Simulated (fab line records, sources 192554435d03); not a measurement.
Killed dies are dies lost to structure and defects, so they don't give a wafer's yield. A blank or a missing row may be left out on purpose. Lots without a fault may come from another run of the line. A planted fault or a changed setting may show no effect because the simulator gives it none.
A struck lot beside a sound one | flow n5_finfet | 36 steps out of a route of 1938
Sound: wafers L298.1, L298.2, L298.5. Struck: wafers L290.3, L290.6. (L290.2 of the same lot was not struck and is left out.) The cause comes at the end.
At each step with rows: each side's tool, then ch and its chambers, then its first start. Under that, the readings that differ: sound wafers | struck wafers | difference of the means | sigmas: that difference in standard deviations of wafers without a fault.
alike: readings whose means differ by less than 2 such deviations, and words and numbers that are the same on both sides. not compared: withheld readings, readings that some wafer has no value for, bounds like >300 that may hide the same value, and numbers for which the record gives no deviation and whose values overlap.
The two part at a step that has a row with sigmas, a row that says differs or no value, or rows on one side only. Numbers that don't overlap but have no deviation are shown without sigmas and don't part them. A reading that every wafer of one side lacks parts them only if that side has two wafers or more.

first, 9 steps without rows for these wafers: N5_BEOL_M4_ANNEAL_95 (time 240 s); N5_BEOL_M4_SPUTTER_96 (material Cu, target thk 4.5 nm, time 8.29 s); N5_BEOL_M4_ECD_50 (material Cu, target thk 300 nm); N5_BEOL_M4_ANNEAL_51 (time 90 s); N5_BEOL_M4_CMP_52 (polishes, stops on SiOC, t overpolish 6.8 s, target thk 40 nm); N5_BEOL_M4_PRE_CLEAN_60 (time 15 s); N5_BEOL_M4_CO_CAP_55 (material Co, precursor CCTBA/H2, target thk 2 nm, time 102.1 s); N5_BEOL_M4_PRE_CLEAN_56 (time 15 s); N5_BEOL_M4_DEP_57 (deposits SiCN from 3MS/NH3, target thk 8 nm, time 14 s).
N5_BEOL_M4_RC_MEAS_101:
  sound on prober-02 ch 0, day 12 13:50; struck on prober-01 ch 0, day 10 13:56
  alike: DIBL_N, DIBL_P, IOFF_N, IOFF_P, ION_N, ION_P, SS_N, SS_P, VT_N, VT_P
then, 24 steps without rows for these wafers: N5_BEOL_M5_ILD_DEP_00 (deposits SiCOH lowk from DEMS/porogen, target thk 140.64 nm, time 25.9 s); N5_BEOL_M5_CURE_79 (cures SiCOH lowk, time 240 s); N5_BEOL_M5_PECVD_70 (deposits SiO2 from TEOS/O2, target thk 16 nm, time 18 s); N5_BEOL_M5_HM_DEP_02 (deposits TiN, target thk 20 nm); N5_BEOL_M5_COAT_59 (time 60 s, resist thk 60 nm); N5_BEOL_M5_COAT_60 (time 60 s, resist thk 12 nm); N5_BEOL_M5_COAT_71 (time 60 s, resist thk 5 nm); N5_BEOL_M5_COAT_05 (resist thk 30 nm); N5_BEOL_M5_EBR_07; N5_BEOL_M5_SOFTBAKE_06 (time 60 s); N5_BEOL_M5_EXPOSE_08 (exposes mask M5, target cd 28 nm); N5_BEOL_M5_PEB_09 (peb time 60 s); N5_BEOL_M5_DEVELOP_10 (develop time 30 s); N5_BEOL_M5_DESCUM_16 (chemistry O2, time 7 s); N5_BEOL_M5_ETCH_72 (etches underlayer in N2/H2, target depth 6.5 nm, time 5.2 s); N5_BEOL_M5_ETCH_61 (etches SiARC in CF4, target depth 15.6 nm, time 26 s); N5_BEOL_M5_ETCH_62 (etches SOC in N2/H2, target depth 75 nm, overetch 15 nm, time 112.5 s); N5_BEOL_M5_STRIP_63 (strips in N2/H2); N5_BEOL_M5_STRIP_73 (strips in N2/H2); N5_BEOL_M5_STRIP_64 (strips in CF4); N5_BEOL_M5_HM_OPEN_17 (chemistry Cl2/BCl3, target TiN, target depth 20 nm, overetch 6 nm); N5_BEOL_M5_STRIP_19 (strips in O2); N5_BEOL_M5_COAT_65 (time 60 s, resist thk 60 nm); N5_BEOL_M5_COAT_66 (time 60 s, resist thk 12 nm).
-- the record jumps here: 4 days lie between the struck wafers' starts before and after (it left off in module BEOL_M5 and takes up again in module MIM_BOT_ETCH, whose first step shown is number 1868 of the route) --
N5_MIM_BOT_ETCH_ETCH_00: etches TiN in Cl2/BCl3, target depth 45.5 nm.
  sound on rie_metal-01 ch 0,1, day 16 10:53; struck on rie_metal-03 ch 0, day 14 20:37
  reading                              | sound             | struck      | difference | sigmas
  drypump_motor_current_A (A)          | 6.2 5.6 6.2       | 4.9 4.9     | -1.1       | -3
  oes_ar_750_au (a.u.)                 | 0.90 0.84 0.90    | 0.57 0.57   | -0.31      | -4
  oes_product_au (a.u.)                | 0.90 0.84 0.90    | 0.67 0.66   | -0.21      | -3
  rf_fwd_power_W (W)                   | 998 994 995       | 755 759     | -239       | -61
  throttle_valve_pct (%)               | 21.67 21.92 21.68 | 22.36 22.38 | +0.61      | +4
  model.etch.depth_nm (nm)             | 47.74 46.59 47.31 | 36.55 36.66 | -10.61     |
  model.MIM_BOT_ETCH.cd_offset_nm (nm) | -0.4 -0.2 -0.4    | 0.4 0.2     | +0.6       |
  not compared: rf_hours_counter_h
N5_PASSIVATION_PROBE_49:
  the record has rows for the struck wafers here (prober-01, day 15 07:19) and none for the sound ones

WHERE THEY PART
First at N5_MIM_BOT_ETCH_ETCH_00; last, within this record, at N5_PASSIVATION_PROBE_49.

WHY: what the simulator had put in
Process parameter drift: rie_metal-03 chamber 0, from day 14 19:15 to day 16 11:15, at N5_MIM_BOT_ETCH_ETCH_00. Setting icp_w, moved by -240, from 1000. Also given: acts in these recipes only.
